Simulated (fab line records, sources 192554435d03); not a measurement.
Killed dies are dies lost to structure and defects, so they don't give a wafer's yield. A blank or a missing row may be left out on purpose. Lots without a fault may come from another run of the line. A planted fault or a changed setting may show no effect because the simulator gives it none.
Split-lot experiment | flow n5_finfet | 7 lots, 21 wafers read, on a route of 1938 steps

THE SPLIT
At N5_MOL_CONTACT_COAG_EXPOSE_05 (exposes mask CA, defocus 0 nm), the setting dose_mj was moved away from the recipe's 38.25 on 9 of the 21 wafers read, by -6.1% to +5.7%. The other wafers ran this setting at the recipe's value.

FROM THE SPLIT TO THE READING: what the file shows between them, 14 steps
- N5_MOL_CONTACT_COAG_PEB_06: peb time 60 s
- N5_MOL_CONTACT_COAG_DEVELOP_07: develop time 30 s
- N5_MOL_CONTACT_COAG_CD_MEAS_08: target cd 28 nm
- N5_MOL_CONTACT_COAG_DESCUM_13: chemistry O2, time 7 s
- N5_MOL_CONTACT_COAG_ETCH_59: etches underlayer in N2/H2, target depth 13 nm, time 10.4 s
- N5_MOL_CONTACT_COAG_ETCH_105: etches SiARC in CF4, target depth 15.6 nm, time 26 s
- N5_MOL_CONTACT_COAG_ETCH_106: etches SOC in N2/H2, target depth 80 nm, overetch 16 nm, time 120 s
- N5_MOL_CONTACT_COAG_STRIP_107: strips in N2/H2
- N5_MOL_CONTACT_COAG_STRIP_108: strips in N2/H2
- N5_MOL_CONTACT_COAG_CONTACT_ETCH_14: etches SiO2 in C4F6/O2, target depth 27.5 nm, overetch 8.5 nm, time 20 s
- N5_MOL_CONTACT_COAG_STRIP_109: strips in C4F6/O2
- N5_MOL_CONTACT_COAG_ETCH_15: etches SiNx in CH3F/O2, stops on Si:P, target depth 7 nm
- N5_MOL_CONTACT_COAG_ETCH_110: etches Si in CF4/O2, target depth 2.5 nm, time 8 s
- N5_MOL_CONTACT_COAG_STRIP_98: strips in N2/H2

THE READING
cd_nm, in nm, at N5_MOL_CONTACT_COAG_CD_MEAS_99 (target cd 17.2 nm). Fault-free wafers of this fab line usually give 17.2 nm, standard deviation 0.3 nm.

wafer  | tool, chamber at the split | dose_mj as run | against the recipe | cd_nm, nm | against lot-mates on the recipe
L079.1 | euv_scanner-02, 0          | 35.9           | -6.1%              | 15.9      | -0.9
L079.3 | euv_scanner-02, 0          | 38.25          | recipe             | 16.8      | -
L079.6 | euv_scanner-02, 0          | 35.9           | -6.1%              | 15.4      | -1.4
L080.1 | euv_scanner-02, 0          | 40.44          | +5.7%              | 18.5      | +1.1
L080.3 | euv_scanner-02, 0          | 40.44          | +5.7%              | 18.4      | +1.0
L080.5 | euv_scanner-02, 0          | 38.25          | recipe             | 17.4      | -
L090.2 | euv_scanner-02, 0          | 38.25          | recipe             | 17.8      | -
L090.3 | euv_scanner-02, 0          | 38.25          | recipe             | 17.4      | -
L090.4 | euv_scanner-02, 0          | 36.96          | -3.4%              | 16.5      | -1.1
L093.1 | euv_scanner-02, 0          | 38.25          | recipe             | 17.3      | -
L093.2 | euv_scanner-02, 0          | 38.25          | recipe             | 17.7      | -
L093.4 | euv_scanner-02, 0          | 38.25          | recipe             | 17.1      | -
L095.3 | euv_scanner-02, 0          | 38.25          | recipe             | 17.3      | -
L095.5 | euv_scanner-02, 0          | 38.25          | recipe             | 17.6      | -
L095.6 | euv_scanner-02, 0          | 38.25          | recipe             | 17.0      | -
L096.1 | euv_scanner-02, 0          | 38.25          | recipe             | 17.1      | -
L096.3 | euv_scanner-02, 0          | 36.92          | -3.5%              | 17.0      | -0.1
L096.5 | euv_scanner-02, 0          | 36.92          | -3.5%              | 16.6      | -0.5
L097.3 | euv_scanner-02, 0          | 36.64          | -4.2%              | 16.1      | -1.5
L097.5 | euv_scanner-02, 0          | 38.25          | recipe             | 17.6      | -
L097.6 | euv_scanner-02, 0          | 36.64          | -4.2%              | 16.5      | -1.1

THE FIT
A straight line over all 21 wafers: cd_nm changes by +0.227 nm for each +1% of dose_mj; r = +0.93; the points scatter about the line by 0.3 nm.
The same after taking each lot's own level away (the mean of its wafers on the recipe; 21 wafers): +0.2 nm for each +1%; r = +0.91; scatter 0.3 nm.
On that fit, the largest move of dose_mj shifts the reading by 1.2 nm.
The lots' own levels span 16.80 to 17.60 nm, that is 2.7 times the standard deviation above.
So the lot-to-lot level changes the slope: the two fits differ.
Check: with one of the wafers moved furthest among these (-6.1%) left out of the fit, the line predicts -1.34 nm for it against its lot-mates. It came out at -0.9 nm against them.

OTHER SPLITS ON THESE WAFERS
These wafers also went through other splits before the reading. Each is held against what the fit with the lots' levels taken away leaves over:
other split on the same wafers | wafers away from the commonest value | r with cd_nm (lot level and that fit taken away)
N5_HKMG_FIN_EXPOSE_09 dose_mj  | 7                                    | +0.06
N5_GATE_CUT_ETCH_58 source_w   | 4                                    | +0.04
N5_GATE_CUT_COAT_35 spin_rpm   | 5                                    | +0.10

THE WHOLE CHAIN: every reading that the file lists as answering this split, in the file's order
step                                | what it does                                                             | reading                                                                        | change (the file's fit)               | r (the file's)
N5_MOL_CONTACT_COAG_CD_MEAS_08      | target cd 28 nm                                                          | cd_nm                                                                          | +0.184 nm for each +1% of the setting | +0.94
N5_MOL_CONTACT_COAG_ETCH_59         | etches underlayer in N2/H2, target depth 13 nm, time 10.4 s              | MOL_CONTACT_COAG.cd_offset_nm (the simulator's own value, which no gauge read) | +0.222 nm for each +1% of the setting | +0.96
N5_MOL_CONTACT_COAG_CONTACT_ETCH_14 | etches SiO2 in C4F6/O2, target depth 27.5 nm, overetch 8.5 nm, time 20 s | MOL_CONTACT_COAG.cd_offset_nm (the simulator's own value, which no gauge read) | +0.225 nm for each +1% of the setting | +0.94
N5_MOL_CONTACT_COAG_CD_MEAS_99      | target cd 17.2 nm                                                        | cd_nm                                                                          | +0.206 nm for each +1% of the setting | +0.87

THE FILE'S OWN FIT
cd_nm changes by +0.206 nm for each +1% of dose_mj, r = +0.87.
